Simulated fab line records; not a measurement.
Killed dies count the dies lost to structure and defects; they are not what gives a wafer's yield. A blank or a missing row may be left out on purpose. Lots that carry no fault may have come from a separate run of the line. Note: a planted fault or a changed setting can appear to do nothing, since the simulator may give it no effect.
fab line records	flow n5Finfet
record lots=3	wafers=9	lastDay=16
route steps=1938 shown HKMG_FIN@407 PASSIVATION@1936
lots untouched by any fault: they come from a run of this same line in which no faults occurred
startH: hours from the record's first day to the start of the lot's first wafer shown	waitH: hours since the lot's step before	" same as the row above	L1.1+2: a single row standing in for several wafers	- value missing, or start not given	* or withheld: withheld	< > ~ a bound
route shown NAME@n: a module of which the file shows steps, and the number in the route of the first	usual: the fault-free wafers' mean and standard deviation	same: alike in all rows	chamber/n: place in a boat	sites: the reading at each site	_std_site: the standard deviation of these	_edge_site: the outer-site mean with the inner-site mean subtracted	radiusMm: for every site, how far away it sits from the centre of the wafer	mask NAME#n: copy n	behind: the last tool/chamber to shape the wafer	hold: what put the lot on hold/how long, in hours/how the hold closed	device: whichever transistor did not switch (one of n, p or np)	end of line: the same wafers' tests at the end of the route	a step given without rows: its recipe and nothing more	killed: at the first sort, the dies lost to defects and structure; wafer yield is something else	map: the dies of a wafer, with x for killed, . for not killed, _ for no die there
set.NAME: the setting the step ran with; set.NAME@STEP: the setting that earlier step ran with	model.NAME: the simulator's own value behind a step, which no gauge read
lots at some steps of the route; a table a step, a row a wafer
services: a tool's chamber out of use, with start hour (startH, from the record's first day; less than 0 if before it), hours out, and reason
## steps
# step N5_HKMG_FIN_STRIP_93
# recipe chemistry=N2/H2	material=SOC	timeS=20	powerW=500	tempC=40	pressureMtorr=50	rfFrequencyHz=6e+07	biasPowerW=8	h2Frac=0.5	n2FlowSccm=300	h2FlowSccm=300
# step N5_HKMG_FIN_WET_ETCH_76
# recipe chemistry=dNH4OH	mix=1:50	tempC=25	target=Al2O3	stopOn=La2O3	targetDepthNm=2.25	dry=ipaMarangoni	rinseTimeS=30	rinseTempC=23
# step N5_HKMG_FIN_STRIP_60
# recipe chemistry=N2/H2	powerW=2500	tempC=300	h2Frac=0.65	timeS=360	pressureMtorr=withheld	n2FlowSccm=1750	h2FlowSccm=3250
# step N5_HKMG_FIN_WET_ETCH_77
# recipe chemistry=dHCl	mix=1:10000	tempC=25	target=La2O3	stopOn=HfO2	targetDepthNm=2
# step N5_HKMG_FIN_WET_ETCH_78
# recipe chemistry=dNH4OH	mix=1:50	tempC=25	target=Al2O3	stopOn=La2O3	targetDepthNm=4.5	dry=ipaMarangoni	rinseTimeS=30	rinseTempC=23
# step N5_HKMG_FIN_ALD_79
# recipe material=TiN	targetThkA=15	tempC=400	aldPrecursorFamily=TiCl4	aldCoReactant=NH3	pulseTimeS=1	purgeTimeS=3	coReactantPurgeTimeS=2	coReactantPulseTimeS=2	aldCycles=68	pressureTorr=3
# step N5_HKMG_FIN_CVD_62
# recipe material=a-Si	targetThkA=30	tempC=500	precursor=Si2H6	pressureTorr=1	timeS=20.8
# step N5_HKMG_FIN_RTA_80
# recipe tempC=withheld	timeS=2	ambient=N2	idleTempC=600	rampUpCPerS=150	rampDownCPerS=60	coolToC=600
# step N5_HKMG_FIN_PRECLEAN_64
# recipe chemistry=dHF	timeS=30	tempC=25	dilution=withheld
# step N5_HKMG_FIN_WET_ETCH_65
# recipe chemistry=TMAH	tempC=70	concWtPct=5	target=a-Si	stopOn=TiN	timeS=49	targetDepthNm=3
# step N5_HKMG_FIN_WET_ETCH_81
# recipe chemistry=SC1	target=TiN	stopOn=HfO2	mix=1:1:5	tempC=60	timeS=57	targetDepthNm=6
# step N5_HKMG_FIN_WET_ETCH_82
# recipe chemistry=dHCl	mix=1:10000	tempC=25	target=La2O3	stopOn=HfO2	targetDepthNm=2	dry=ipaMarangoni	rinseTimeS=30	rinseTempC=23
# step N5_HKMG_FIN_ALD_36
# recipe material=TiN	targetThkA=10	tempC=400	aldPrecursorFamily=TiCl4	aldCoReactant=NH3	pulseTimeS=1	purgeTimeS=3	coReactantPurgeTimeS=2	coReactantPulseTimeS=2	aldCycles=47	pressureTorr=3
# usual heaterPowerW=856/91	precursorPulseHeightRel=1.000/0.021
lot.wafer	tool	chamber	startH	waitH	heaterPowerW	precursorPulseHeightRel
L302.1	aldMetal-02	2	82.07	0.0	742	1.005
L302.4	"	1	"	"	853	0.980
L302.6	"	0	"	"	948	1.012
L307.1	aldMetal-02	1	111.28	0.0	850	1.009
L307.2	"	0	"	"	940	0.997
L307.4	"	2	"	"	741	1.026
L318.2	aldMetal-04	3	175.17	0.0	693	0.996
L318.3	"	1	"	"	851	1.046
L318.5	"	3	"	"	702	0.970
# step N5_HKMG_FIN_PWFM_ALD_03
# recipe material=TiN	targetThkA=20	tempC=400	aldPrecursorFamily=TiCl4	aldCoReactant=NH3	pulseTimeS=1	purgeTimeS=3	coReactantPurgeTimeS=2	coReactantPulseTimeS=2	aldCycles=91	pressureTorr=3
# step N5_HKMG_FIN_COAT_29
# recipe resist=SOC	tempC=250	timeS=60	spinRpm=1500	resistThkNm=300
# step N5_HKMG_FIN_COAT_30
# recipe resist=SiARC	tempC=220	timeS=60	spinRpm=1500	resistThkNm=35
# step N5_HKMG_FIN_COAT_06
# recipe resist=CAR-ArF	spinRpm=1500	resistThkNm=90
# step N5_HKMG_FIN_EBR_08
# recipe solvent=PGMEA	ebrWidthMm=1.5
# step N5_HKMG_FIN_SOFTBAKE_07
# recipe tempC=110	timeS=60	resist=CAR-ArF
# step N5_HKMG_FIN_EXPOSE_09
# recipe maskId=NWFM	na=1.35	sourceShape=conventional	sigmaOuter=0.8	polarization=unpolarized	doseMj=39.25
# step N5_HKMG_FIN_PEB_10
# recipe pebTempC=withheld	pebTimeS=60	resist=CAR-ArF
# step N5_HKMG_FIN_DEVELOP_11
# recipe developTimeS=30	developer=TMAH	resist=CAR-ArF	devTempC=23	rinseLiquid=diw	dry=airSpin
# step N5_HKMG_FIN_DESCUM_17
# recipe chemistry=O2	timeS=7.9	sourcePowerW=50	biasPowerW=20	pressureMtorr=20	rfFrequencyHz=2.712e+07	tempC=40	resist=CAR-ArF	o2FlowSccm=225
# step N5_HKMG_FIN_ETCH_31
# recipe chemistry=CF4	target=SiARC	targetDepthA=455	maskMaterial=CAR-ArF	timeS=75.8	ionEnergyEv=80	pressureMtorr=40	sourceW=545	biasW=36	Ar_flow_sccm=100	cf4FlowSccm=100	ends=cleared
# step N5_HKMG_FIN_ETCH_32
# recipe chemistry=N2/H2	target=SOC	targetDepthA=2400	tempC=40	timeS=300	ionEnergyEv=200	maskMaterial=SiARC	pressureMtorr=30	sourceW=840	biasW=150	n2FlowSccm=200	h2FlowSccm=200
# step N5_HKMG_FIN_STRIP_33
# recipe chemistry=N2/H2	tempC=40	n2FlowSccm=200	h2FlowSccm=200	rfFrequencyHz=6e+07
# step N5_HKMG_FIN_STRIP_34
# recipe chemistry=CF4	resist=SiARC	powerW=300	biasPowerW=75	pressureMtorr=50	cf4FlowSccm=150	rfFrequencyHz=6e+07
# step N5_HKMG_FIN_ETCH_35
# recipe chemistry=N2/H2	target=SOC	targetDepthA=2158	ionEnergyEv=65	biasW=5	sourceW=3000	timeS=243.4	pressureMtorr=30	n2FlowSccm=200	h2FlowSccm=200
# step N5_HKMG_FIN_STRIP_92
# recipe chemistry=N2/H2	material=SOC	timeS=20	powerW=500	tempC=40	pressureMtorr=50	rfFrequencyHz=6e+07	biasPowerW=8	h2Frac=0.5	n2FlowSccm=300	h2FlowSccm=300
# step N5_HKMG_FIN_WET_ETCH_18
# recipe chemistry=SC1	target=TiN	mix=1:1:5	tempC=*	timeS=55	targetDepthNm=5.2	dry=ipaMarangoni	rinseTimeS=30	rinseTempC=23
# step N5_HKMG_FIN_STRIP_19
# recipe chemistry=N2/H2	powerW=2500	tempC=300	h2Frac=0.65	timeS=360	pressureMtorr=withheld	n2FlowSccm=1750	h2FlowSccm=3250
# step N5_HKMG_FIN_ALD_91
# recipe material=TiN	targetThkA=10	tempC=400	aldPrecursorFamily=TiCl4	aldCoReactant=NH3	pulseTimeS=1	purgeTimeS=3	coReactantPurgeTimeS=2	coReactantPulseTimeS=2	aldCycles=47	pressureTorr=3
# step N5_HKMG_FIN_COAT_85
# recipe resist=SOC	tempC=250	timeS=60	spinRpm=1500	resistThkNm=300
# step N5_HKMG_FIN_ETCH_86
# recipe chemistry=N2/H2	target=SOC	targetDepthA=3932	stopOn=TiN	ionEnergyEv=100	biasW=61	pressureMtorr=30	sourceW=850	n2FlowSccm=200	h2FlowSccm=200
# step N5_HKMG_FIN_STRIP_89
# recipe chemistry=N2/H2	material=SOC	timeS=20	powerW=500	tempC=40	pressureMtorr=50	rfFrequencyHz=6e+07	biasPowerW=8	h2Frac=0.5	n2FlowSccm=300	h2FlowSccm=300
# step N5_HKMG_FIN_WET_ETCH_87
# recipe chemistry=SC1	target=TiN	mix=1:2:40	tempC=50	timeS=154.2	targetDepthNm=4.7	dry=ipaMarangoni	rinseTimeS=30	rinseTempC=23
# step N5_HKMG_FIN_STRIP_88
# recipe chemistry=N2/H2	powerW=2500	tempC=300	h2Frac=0.65	timeS=360	pressureMtorr=withheld	n2FlowSccm=1750	h2FlowSccm=3250
# step N5_HKMG_FIN_NWFM_ALD_20
# recipe material=TiAlC	targetThkA=20	tempC=300	aldPrecursorFamily=TiCl4	aldCoReactant=TEA	pulseTimeS=3	purgeTimeS=2	coReactantPurgeTimeS=2	coReactantPulseTimeS=10	aldCycles=7	pressureTorr=3
# step N5_PASSIVATION_PROBE_49
# usual defectLimitedYield=91.6/1.4	killed_at_M0_to_M3=33/10	killed_at_M4_up=13/5.3	killedAtContacts=13/5.9	killedAtFrontEnd=36/12	killedAtOther=4/3.1	killedDies=99/16	killedOnRim=13/4.2	killedOpen=65/13	killedShort=32/7.3	sort_bin_5_function=4.9/0.9	sort_bin_6_memory=3.1/0.66	sortNPass=1081/17	sortYieldPct=91.6/1.4
# same grossDies=1180	killedAtBackSide=0	sort_bin_4_leakage[%]=0	sort_bin_8_speed[%]=0
lot.wafer	tool	chamber	startH	waitH	defectLimitedYield[%]	killed_at_M0_to_M3	killed_at_M4_up	killedAtContacts	killedAtFrontEnd	killedAtOther	killedDies	killedOnRim	killedOpen	killedShort	sort_bin_5_function[%]	sort_bin_6_memory[%]	sortNPass	sortYieldPct[%]
L302.1	prober-01	-	312.24	0.0	93.3	24	12	12	23	8	79	6	53	24	3.1	2.9	1101	93.3
L302.4	prober-01	-	312.39	0.2	92.2	47	9	12	23	1	92	13	63	28	4.4	3.2	1088	92.2
L302.6	prober-01	-	312.49	0.3	92.5	24	17	14	29	5	89	9	48	38	4.6	2.7	1091	92.5
L307.1	prober-02	-	335.16	0.0	88.2	35	8	8	83	5	139	27	64	36	5.1	3.1	1041	88.2
L307.2	prober-02	-	335.21	0.1	92.0	35	11	13	33	2	94	11	61	33	4.2	3.5	1086	92.0
L307.4	prober-02	-	335.31	0.2	92.6	31	15	11	27	3	87	10	53	33	4.2	3.0	1093	92.6
L318.2	prober-02	-	394.09	0.1	90.3	39	13	9	52	1	114	19	68	38	5.4	3.5	1066	90.3
L318.3	prober-02	-	394.14	0.1	90.3	26	15	21	49	3	114	14	82	32	5.7	3.6	1066	90.3
L318.5	prober-02	-	394.24	0.2	94.2	19	9	7	32	2	69	8	40	23	3.4	2.2	1111	94.2
# killed by level:class
L302.1 MOL_CONTACT_COAG:geometricParticle:open=8 BEOL_M2:geometricParticle:open=8 FIN_SAQP:geometricParticle:open=4 GATE_CUT:geometricParticle:short=4 MOL_CONTACT_COAG:geometricParticle:short=4 BEOL_M0_SAQP:geometricParticle:short=4 BEOL_M4:geometricParticle:open=4 BEOL_M6:geometricParticle:open=4
L302.4 BEOL_M2:geometricParticle:open=11 MOL_CONTACT_COAG:geometricParticle:open=9 BEOL_M0_SAQP:geometricParticle:short=8 BEOL_M0_SAQP:geometricParticle:open=7 BEOL_M1:geometricParticle:open=6 BEOL_M3:geometricParticle:open=6 STARTING-WAFER:geometricParticle:open=4 BEOL_M3:geometricParticle:short=4
L302.6 MOL_CONTACT_COAG:geometricParticle:open=11 FIN_SAQP:geometricParticle:short=7 BEOL_M4:geometricParticle:open=7 BEOL_M0_SAQP:geometricParticle:short=6 ILD0:geometricParticle:short=4 BEOL_M2:geometricParticle:open=4 BEOL_M3:geometricParticle:short=4 DUMMY_GATE:geometricParticle:open=3
L307.1 HKMG_FIN:areaEtch=22 HKMG_FIN:areaAld=16 FIN_SAQP:geometricParticle:open=12 FIN_SAQP:geometricParticle:short=11 BEOL_M0_SAQP:geometricParticle:short=9 BEOL_M0_SAQP:geometricParticle:open=9 STI_FIN_REVEAL:geometricParticle:open=6 MOL_CONTACT_COAG:geometricParticle:open=6
L307.2 BEOL_M0_SAQP:geometricParticle:open=10 MOL_CONTACT_COAG:geometricParticle:open=10 BEOL_M2:geometricParticle:open=8 BEOL_M1:geometricParticle:short=6 STARTING-WAFER:geometricParticle:open=6 FIN_SAQP:geometricParticle:short=5 FIN_SAQP:geometricParticle:open=5 BEOL_M2:geometricParticle:short=4
L307.4 MOL_CONTACT_COAG:geometricParticle:open=7 GATE_CUT:geometricParticle:short=6 BEOL_M1:geometricParticle:open=6 BEOL_M3:geometricParticle:open=6 FIN_SAQP:geometricParticle:short=5 BEOL_M4:geometricParticle:open=5 FIN_SAQP:geometricParticle:open=4 STI_FIN_REVEAL:geometricParticle:open=4
L318.2 FIN_SAQP:geometricParticle:open=17 BEOL_M0_SAQP:geometricParticle:short=12 BEOL_M0_SAQP:geometricParticle:open=12 STI_FIN_REVEAL:geometricParticle:open=10 MOL_CONTACT_COAG:geometricParticle:open=8 BEOL_M1:geometricParticle:short=8 BEOL_M1:geometricParticle:open=7 HKMG_FIN:areaEtch=7
L318.3 STI_FIN_REVEAL:geometricParticle:open=17 MOL_CONTACT_COAG:geometricParticle:open=15 FIN_SAQP:geometricParticle:open=14 BEOL_M0_SAQP:geometricParticle:open=9 MOL_CONTACT_COAG:geometricParticle:short=6 BEOL_M4:geometricParticle:open=6 STI_FIN_REVEAL:geometricParticle:short=5 BEOL_M0_SAQP:geometricParticle:short=5
L318.5 FIN_SAQP:geometricParticle:open=8 FIN_SAQP:geometricParticle:short=6 MOL_CONTACT_COAG:geometricParticle:open=6 BEOL_M4:geometricParticle:open=6 BEOL_M0_SAQP:geometricParticle:short=5 BEOL_M0_SAQP:geometricParticle:open=4 STI_FIN_REVEAL:geometricParticle:open=3 ILD0:geometricParticle:short=3
# map L307.1 (x killed, . not)
_________________xx......x...________________
______________.................._____________
___________x......................x__________
__________.x..........x...x........._________
________.....x......xx.x.............._______
_______..............x.........x.......______
______..........x......x..............xx_____
_____................x..x....xx...x......____
____.......x..................x.....x.....___
___.....x..x...............x......x....x...__
___.............xx.....x.........x...x.....__
__x......xx....xx..........x.........x.....x_
__.x........x.......xx..x..x....x........x.._
_...........x......x...............x........x
_x...........x.............x...xx......x.....
_.x.xxx......x.........x.x...x...x...........
_.............x.....x.........x........xx....
_x.......x...x............x......x......x....
_...x......x................x.........x......
_x..........x...........x.......x............
_....x...........x...x....x................x.
__..x........x..x..........xx..............._
__x..............x.........................._
___x....................x.xx.......x.......__
___x..xx......x...............x....x.....xx__
____x.x.................x.x...............___
_____.......x...x........................____
______.x................................_____
_______....x..................x........______
________...........x..........x......._______
__________...............x....x....._________
___________....x.x....x....x.......__________
______________.x.......x.x......_____________
_________________.x....x...xx________________
# map L302.4 (x killed, . not)
_________________...........x________________
______________...x........x.x..._____________
___________x...........x......x....__________
__________.....x..x..x.............x_________
________.....x..............x...x....._______
_______....xx...............x..........______
______...........x...................x.._____
_____....x...............................____
____................x............x........___
___.......x...........x....................__
___....x..x...xx.x.................x.....x.__
__..x...............x....................x.._
__........x................x...x............_
_....xx.....x................................
_...............x............................
_.......................x.....x........x.....
_..xx.x................................x.....
_.x..x.x......x....x..............x.......x..
_...........x....x............x.......x......
_..x............x..........................xx
_x........................x..................
__...............................x....x....._
__............................xx............_
___........................................__
___...x...x...............x..............x.__
____x..........x.x.....x......x...........___
_____.................x........x.........____
______...x.............................._____
_______...x...x............x...........______
________..........................x..._______
__________.........x........x.....x._________
___________........................__________
______________...x..x..........._____________
_________________...x...x....________________
## services
tool	chamber	startH	hours	kind
aldMetal-04	3	64.41	14.6	repair
aldMetal-04	1	77.86	26.0	repair
aldMetal-04	-	115.64	0.8	repair
aldMetal-02	3	143.51	13.5	repair
aldMetal-02	-	159.49	8.7	pm
## key
firstSign step=N5_PASSIVATION_PROBE_49	reading=killedOnRim	direction=up	sigmas=3.3	usual=13	struck=27
effect none on later readings
metAt N5_HKMG_FIN_ALD_36
struckWafers L307.1
baselineLoss step=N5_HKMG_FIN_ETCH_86	wafers=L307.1
onsetBetween 82.07 111.28
fault kind=siteProfileDrift	tool=aldMetal-02	chamber=1	onsetH=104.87	steps=N5_HKMG_FIN_ALD_36	basis=fraction	maxAbsDrift=0.52164	slopeSharePerHr=115.92	sitePattern=0,0,0,0,0,-1,-1,-1,-1
# baselineLoss: these wafers lose ten dies or more at that step, a loss of the line's own and not of a fault; the sort's usual values leave them out
